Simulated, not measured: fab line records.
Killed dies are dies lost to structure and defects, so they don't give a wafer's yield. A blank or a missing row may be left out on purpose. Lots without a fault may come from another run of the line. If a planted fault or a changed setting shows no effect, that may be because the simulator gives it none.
Split-lot study :: flow n5-finfet :: route with 1938 steps; 7 lots, 21 wafers read

## THE SPLIT
At N5_BEOL_M15_ILD_DEP_00 (deposits SiO2 from TEOS/O2, target thk 1629.3 nm, time 346.1 s), the setting time-s was moved away from the recipe's 346.1 s on 2 of the 21 wafers read, by -11.4% to -6.4%. All remaining wafers had this setting at the recipe value.

Between the split and the reading, the file records no step.

## THE READING
M15_ILD_THK at N5_BEOL_M15_THK_MEAS_01, in nm. Typical for fault-free wafers on this fab line: 1629 nm, with standard deviation 24 nm.

wafer: L077.2
tool, chamber at the split: pecvd-02, 0
time-s as run, s: 346.1
against the recipe: recipe
M15_ILD_THK, nm: 1602
against lot-mates on the recipe: -

wafer: L077.3
tool, chamber at the split: pecvd-02, 1
time-s as run, s: 346.1
against the recipe: recipe
M15_ILD_THK, nm: 1613
against lot-mates on the recipe: -

wafer: L077.6
tool, chamber at the split: pecvd-02, 0
time-s as run, s: 346.1
against the recipe: recipe
M15_ILD_THK, nm: 1623
against lot-mates on the recipe: -

wafer: L081.1
tool, chamber at the split: pecvd-02, 1
time-s as run, s: 346.1
against the recipe: recipe
M15_ILD_THK, nm: 1604
against lot-mates on the recipe: -

wafer: L081.4
tool, chamber at the split: pecvd-02, 0
time-s as run, s: 346.1
against the recipe: recipe
M15_ILD_THK, nm: 1649
against lot-mates on the recipe: -

wafer: L081.5
tool, chamber at the split: pecvd-02, 2
time-s as run, s: 346.1
against the recipe: recipe
M15_ILD_THK, nm: 1627
against lot-mates on the recipe: -

wafer: L082.1
tool, chamber at the split: pecvd-04, 0
time-s as run, s: 306.5
against the recipe: -11.4%
M15_ILD_THK, nm: 1478
against lot-mates on the recipe: -201

wafer: L082.5
tool, chamber at the split: pecvd-04, 2
time-s as run, s: 346.1
against the recipe: recipe
M15_ILD_THK, nm: 1670
against lot-mates on the recipe: -

wafer: L082.6
tool, chamber at the split: pecvd-04, 0
time-s as run, s: 346.1
against the recipe: recipe
M15_ILD_THK, nm: 1688
against lot-mates on the recipe: -

wafer: L087.1
tool, chamber at the split: pecvd-03, 0
time-s as run, s: 346.1
against the recipe: recipe
M15_ILD_THK, nm: 1585
against lot-mates on the recipe: -

wafer: L087.4
tool, chamber at the split: pecvd-03, 0
time-s as run, s: 346.1
against the recipe: recipe
M15_ILD_THK, nm: 1621
against lot-mates on the recipe: -

wafer: L087.5
tool, chamber at the split: pecvd-03, 2
time-s as run, s: 346.1
against the recipe: recipe
M15_ILD_THK, nm: 1655
against lot-mates on the recipe: -

wafer: L089.1
tool, chamber at the split: pecvd-04, 2
time-s as run, s: 346.1
against the recipe: recipe
M15_ILD_THK, nm: 1618
against lot-mates on the recipe: -

wafer: L089.3
tool, chamber at the split: pecvd-04, 0
time-s as run, s: 346.1
against the recipe: recipe
M15_ILD_THK, nm: 1620
against lot-mates on the recipe: -

wafer: L089.5
tool, chamber at the split: pecvd-04, 1
time-s as run, s: 346.1
against the recipe: recipe
M15_ILD_THK, nm: 1643
against lot-mates on the recipe: -

wafer: L091.1
tool, chamber at the split: pecvd-04, 1
time-s as run, s: 346.1
against the recipe: recipe
M15_ILD_THK, nm: 1613
against lot-mates on the recipe: -

wafer: L091.2
tool, chamber at the split: pecvd-04, 2
time-s as run, s: 323.9
against the recipe: -6.4%
M15_ILD_THK, nm: 1532
against lot-mates on the recipe: -92

wafer: L091.6
tool, chamber at the split: pecvd-04, 1
time-s as run, s: 346.1
against the recipe: recipe
M15_ILD_THK, nm: 1635
against lot-mates on the recipe: -

wafer: L096.1
tool, chamber at the split: pecvd-03, 2
time-s as run, s: 346.1
against the recipe: recipe
M15_ILD_THK, nm: 1625
against lot-mates on the recipe: -

wafer: L096.4
tool, chamber at the split: pecvd-03, 2
time-s as run, s: 346.1
against the recipe: recipe
M15_ILD_THK, nm: 1649
against lot-mates on the recipe: -

wafer: L096.5
tool, chamber at the split: pecvd-03, 2
time-s as run, s: 346.1
against the recipe: recipe
M15_ILD_THK, nm: 1650
against lot-mates on the recipe: -

FIT RESULTS
A straight line over all 21 wafers: M15_ILD_THK changes by +13.8 nm for each +1% of time-s; r = +0.85; the points scatter about the line by 25 nm.
The same after taking each lot's own level away (the mean of its wafers on the recipe; 21 wafers): +16.8 nm for each +1%; r = +0.95; scatter 17 nm.
The reading moves by 1.9e+02 nm for the largest change in time-s, on that fit.
Measured against the standard deviation above, the lots' own levels, which go from 1612.7 to 1679.0 nm, span 2.8 times it.
So the lot-to-lot level changes the slope: the two fits differ.
Check: for one of the wafers moved furthest among these (-11.4%), held out of the fit, the line's prediction against its lot-mates is -164 nm. It came out at -201 nm against them.

## OTHER SPLITS ON THESE WAFERS
Other splits were also applied to these wafers ahead of the reading. Each is held against what the fit with the lots' levels taken away leaves over:
other split on the same wafers: N5_BEOL_M12_SPUTTER_45 time-s
wafers away from the commonest value: 5
r with M15_ILD_THK (lot level and that fit taken away): -0.01

other split on the same wafers: N5_BEOL_M13_TRENCH_ETCH_34 time-s
wafers away from the commonest value: 9
r with M15_ILD_THK (lot level and that fit taken away): -0.13

other split on the same wafers: N5_BEOL_M13_SPUTTER_43 time-s
wafers away from the commonest value: 6
r with M15_ILD_THK (lot level and that fit taken away): -0.28

## THE WHOLE CHAIN: every reading that the file lists as answering this split, in the file's order
step: N5_BEOL_M15_ILD_DEP_00
what it does: deposits SiO2 from TEOS/O2, target thk 1629.3 nm, time 346.1 s
reading: SiO2_of_BEOL_M15_ILD_DEP_00.thk-nm (the simulator's own value, which no gauge read)
change (the file's fit): +16.8 nm for each +1% of the setting
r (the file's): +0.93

step: N5_BEOL_M15_THK_MEAS_01
what it does: 
reading: M15_ILD_THK
change (the file's fit): +16.8 for each +1% of the setting
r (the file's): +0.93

step: N5_BEOL_M15_VIA_ETCH_16
what it does: etches SiO2 in C4F8/O2/Ar, target depth 1792.2 nm
reading: etch.depth-nm (the simulator's own value, which no gauge read)
change (the file's fit): +16.8 nm for each +1% of the setting
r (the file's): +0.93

step: N5_BEOL_M15_VIA_ETCH_16
what it does: etches SiO2 in C4F8/O2/Ar, target depth 1792.2 nm
reading: coat_of_BEOL_M15_COAT_04.thk-nm (the simulator's own value, which no gauge read)
change (the file's fit): -3.9 nm for each +1% of the setting
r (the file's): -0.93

## FILE'S OWN FIT
M15_ILD_THK changes by +16.8 nm for each +1% of time-s, r = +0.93.
